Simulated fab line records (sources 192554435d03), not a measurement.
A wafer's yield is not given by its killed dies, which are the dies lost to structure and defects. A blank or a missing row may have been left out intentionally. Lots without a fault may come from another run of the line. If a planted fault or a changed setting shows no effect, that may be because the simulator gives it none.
Split-lot trial / flow n5 finfet / 7 lots, 39 wafers read, on a route of 1938 steps

## THE SPLIT ITSELF
At N5_SD_EPI_P_EPI_21 (deposits SiGe:B, time 355 s), the setting temp c was moved away from the recipe's 550 C on 15 of the 39 wafers read, by -0.6% to +0.5%. All remaining wafers had this setting at the recipe value.

## FROM THE SPLIT TO THE READING: what the file shows between them, 5 steps
- N5_SD_EPI_P_HM_STRIP_48: strips SiNx in H3PO4, material SiNx, target depth 3 nm
- N5_SD_EPI_P_SRD_49: time 30 s
- N5_SD_EPI_P_PRECLEAN_24: cleans in O3/DIW, time 45 s
- N5_SD_ACTIVATION_RTA_00: time 0 s
- N5_SD_ACTIVATION_LSA_01: time 0.0008 s

## THE READING
RS_SD_P (ohm/sq), read at N5_SD_ACTIVATION_RS_MEAS_03 with a four-point probe. On this fab line, fault-free wafers typically give 55.9 ohm/sq with a standard deviation of 0.94 ohm/sq.

wafer=L075.1; tool, chamber at the split=epi rpcvd-02, 0; temp c as run, C=550; against the recipe=recipe; RS_SD_P, ohm/sq=56.1; against lot-mates on the recipe=-
wafer=L075.2; tool, chamber at the split=epi rpcvd-02, 0; temp c as run, C=550; against the recipe=recipe; RS_SD_P, ohm/sq=56.1; against lot-mates on the recipe=-
wafer=L075.3; tool, chamber at the split=epi rpcvd-02, 0; temp c as run, C=550; against the recipe=recipe; RS_SD_P, ohm/sq=56.3; against lot-mates on the recipe=-
wafer=L075.4; tool, chamber at the split=epi rpcvd-02, 0; temp c as run, C=550; against the recipe=recipe; RS_SD_P, ohm/sq=56.2; against lot-mates on the recipe=-
wafer=L075.5; tool, chamber at the split=epi rpcvd-02, 0; temp c as run, C=550; against the recipe=recipe; RS_SD_P, ohm/sq=56.6; against lot-mates on the recipe=-
wafer=L075.6; tool, chamber at the split=epi rpcvd-02, 0; temp c as run, C=550; against the recipe=recipe; RS_SD_P, ohm/sq=56.4; against lot-mates on the recipe=-
wafer=L078.1; tool, chamber at the split=epi rpcvd-02, 0; temp c as run, C=546.6; against the recipe=-0.6%; RS_SD_P, ohm/sq=61.2; against lot-mates on the recipe=+4.7
wafer=L078.2; tool, chamber at the split=epi rpcvd-02, 0; temp c as run, C=546.6; against the recipe=-0.6%; RS_SD_P, ohm/sq=60.9; against lot-mates on the recipe=+4.4
wafer=L078.3; tool, chamber at the split=epi rpcvd-02, 0; temp c as run, C=550; against the recipe=recipe; RS_SD_P, ohm/sq=56.2; against lot-mates on the recipe=-
wafer=L078.4; tool, chamber at the split=epi rpcvd-02, 0; temp c as run, C=546.6; against the recipe=-0.6%; RS_SD_P, ohm/sq=61.5; against lot-mates on the recipe=+5.0
wafer=L078.5; tool, chamber at the split=epi rpcvd-02, 0; temp c as run, C=550; against the recipe=recipe; RS_SD_P, ohm/sq=56.8; against lot-mates on the recipe=-
wafer=L078.6; tool, chamber at the split=epi rpcvd-02, 0; temp c as run, C=550; against the recipe=recipe; RS_SD_P, ohm/sq=56.5; against lot-mates on the recipe=-
wafer=L079.1; tool, chamber at the split=epi rpcvd-01, 0; temp c as run, C=552.8; against the recipe=+0.5%; RS_SD_P, ohm/sq=53.4; against lot-mates on the recipe=-3.6
wafer=L079.2; tool, chamber at the split=epi rpcvd-01, 0; temp c as run, C=550; against the recipe=recipe; RS_SD_P, ohm/sq=56.7; against lot-mates on the recipe=-
wafer=L079.3; tool, chamber at the split=epi rpcvd-01, 0; temp c as run, C=550; against the recipe=recipe; RS_SD_P, ohm/sq=57.5; against lot-mates on the recipe=-
wafer=L079.4; tool, chamber at the split=epi rpcvd-01, 0; temp c as run, C=550; against the recipe=recipe; RS_SD_P, ohm/sq=56.9; against lot-mates on the recipe=-
wafer=L079.5; tool, chamber at the split=epi rpcvd-01, 0; temp c as run, C=552.8; against the recipe=+0.5%; RS_SD_P, ohm/sq=52.8; against lot-mates on the recipe=-4.2
wafer=L079.6; tool, chamber at the split=epi rpcvd-01, 0; temp c as run, C=552.8; against the recipe=+0.5%; RS_SD_P, ohm/sq=52.2; against lot-mates on the recipe=-4.8
wafer=L086.2; tool, chamber at the split=epi rpcvd-01, 0; temp c as run, C=550; against the recipe=recipe; RS_SD_P, ohm/sq=54.9; against lot-mates on the recipe=-
wafer=L086.4; tool, chamber at the split=epi rpcvd-01, 0; temp c as run, C=550; against the recipe=recipe; RS_SD_P, ohm/sq=55.4; against lot-mates on the recipe=-
wafer=L086.5; tool, chamber at the split=epi rpcvd-01, 0; temp c as run, C=550; against the recipe=recipe; RS_SD_P, ohm/sq=54.7; against lot-mates on the recipe=-
wafer=L089.1; tool, chamber at the split=epi rpcvd-04, 0; temp c as run, C=550; against the recipe=recipe; RS_SD_P, ohm/sq=56.0; against lot-mates on the recipe=-
wafer=L089.2; tool, chamber at the split=epi rpcvd-04, 0; temp c as run, C=551.8; against the recipe=+0.3%; RS_SD_P, ohm/sq=54.3; against lot-mates on the recipe=-1.7
wafer=L089.3; tool, chamber at the split=epi rpcvd-04, 0; temp c as run, C=550; against the recipe=recipe; RS_SD_P, ohm/sq=56.5; against lot-mates on the recipe=-
wafer=L089.4; tool, chamber at the split=epi rpcvd-04, 0; temp c as run, C=550; against the recipe=recipe; RS_SD_P, ohm/sq=55.5; against lot-mates on the recipe=-
wafer=L089.5; tool, chamber at the split=epi rpcvd-04, 0; temp c as run, C=551.8; against the recipe=+0.3%; RS_SD_P, ohm/sq=53.6; against lot-mates on the recipe=-2.4
wafer=L089.6; tool, chamber at the split=epi rpcvd-04, 0; temp c as run, C=551.8; against the recipe=+0.3%; RS_SD_P, ohm/sq=54.3; against lot-mates on the recipe=-1.7
wafer=L095.1; tool, chamber at the split=epi rpcvd-04, 0; temp c as run, C=550; against the recipe=recipe; RS_SD_P, ohm/sq=55.6; against lot-mates on the recipe=-
wafer=L095.2; tool, chamber at the split=epi rpcvd-04, 0; temp c as run, C=548.7; against the recipe=-0.2%; RS_SD_P, ohm/sq=59.1; against lot-mates on the recipe=+3.1
wafer=L095.3; tool, chamber at the split=epi rpcvd-04, 0; temp c as run, C=548.7; against the recipe=-0.2%; RS_SD_P, ohm/sq=58.3; against lot-mates on the recipe=+2.3
wafer=L095.4; tool, chamber at the split=epi rpcvd-04, 0; temp c as run, C=548.7; against the recipe=-0.2%; RS_SD_P, ohm/sq=58.7; against lot-mates on the recipe=+2.7
wafer=L095.5; tool, chamber at the split=epi rpcvd-04, 0; temp c as run, C=550; against the recipe=recipe; RS_SD_P, ohm/sq=56.2; against lot-mates on the recipe=-
wafer=L095.6; tool, chamber at the split=epi rpcvd-04, 0; temp c as run, C=550; against the recipe=recipe; RS_SD_P, ohm/sq=56.2; against lot-mates on the recipe=-
wafer=L097.1; tool, chamber at the split=epi rpcvd-02, 0; temp c as run, C=550; against the recipe=recipe; RS_SD_P, ohm/sq=56.4; against lot-mates on the recipe=-
wafer=L097.2; tool, chamber at the split=epi rpcvd-02, 0; temp c as run, C=550; against the recipe=recipe; RS_SD_P, ohm/sq=57.4; against lot-mates on the recipe=-
wafer=L097.3; tool, chamber at the split=epi rpcvd-02, 0; temp c as run, C=548.1; against the recipe=-0.3%; RS_SD_P, ohm/sq=58.6; against lot-mates on the recipe=+1.6
wafer=L097.4; tool, chamber at the split=epi rpcvd-02, 0; temp c as run, C=548.1; against the recipe=-0.3%; RS_SD_P, ohm/sq=58.7; against lot-mates on the recipe=+1.7
wafer=L097.5; tool, chamber at the split=epi rpcvd-02, 0; temp c as run, C=550; against the recipe=recipe; RS_SD_P, ohm/sq=57.2; against lot-mates on the recipe=-
wafer=L097.6; tool, chamber at the split=epi rpcvd-02, 0; temp c as run, C=548.1; against the recipe=-0.3%; RS_SD_P, ohm/sq=58.3; against lot-mates on the recipe=+1.3

FIT RESULTS
A straight line over all 39 wafers: RS_SD_P changes by -7.43 ohm/sq for each +1% of temp c; r = -0.95; the points scatter about the line by 0.63 ohm/sq.
The same after taking each lot's own level away (the mean of its wafers on the recipe; 39 wafers): -7.43 ohm/sq for each +1%; r = -0.96; scatter 0.55 ohm/sq.
According to that fit, moving temp c by its largest amount changes the reading by 4.6 ohm/sq.
The lots' own levels span 55.00 to 57.03 ohm/sq, that is 2.2 times the standard deviation above.
Hence the lot-to-lot level has little effect on the slope; both slopes agree.
Check: with one of the wafers moved furthest among these (-0.6%) left out of the fit, the line predicts +4.58 ohm/sq for it against its lot-mates. Against them it came out at +4.7 ohm/sq.

## OTHER SPLITS APPLIED TO THESE WAFERS
Other splits were also applied to these wafers ahead of the reading. Each is held against what the fit with the lots' levels taken away leaves over:
other split on the same wafers=N5_FIN_SAQP_SPACER2_ALD_28 target thk a; wafers away from the commonest value=15; r with RS_SD_P (lot level and that fit taken away)=+0.27
other split on the same wafers=N5_DUMMY_GATE_ETCH_37 source w; wafers away from the commonest value=12; r with RS_SD_P (lot level and that fit taken away)=-0.02

## THE WHOLE CHAIN: every reading that the file lists as answering this split, in the file's order
step=N5_SD_EPI_P_EPI_21; what it does=deposits SiGe:B, time 355 s; reading=SiGe-B_of_SD_EPI_P_EPI_21.thk nm (the simulator's own value, which no gauge read); change (the file's fit)=+7.43 nm for each +1% of the setting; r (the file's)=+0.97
step=N5_SD_EPI_P_HM_STRIP_48; what it does=strips SiNx in H3PO4, material SiNx, target depth 3 nm; reading=SiGe-B_of_SD_EPI_P_EPI_21.thk nm (the simulator's own value, which no gauge read); change (the file's fit)=+7.32 nm for each +1% of the setting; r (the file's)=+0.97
step=N5_SD_ACTIVATION_RS_MEAS_03; what it does=measures by four-point-probe; reading=RS_SD_P; change (the file's fit)=-7.44 for each +1% of the setting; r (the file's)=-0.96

## FILE'S OWN FIT
RS_SD_P changes by -7.44 ohm/sq for each +1% of temp c, r = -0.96.
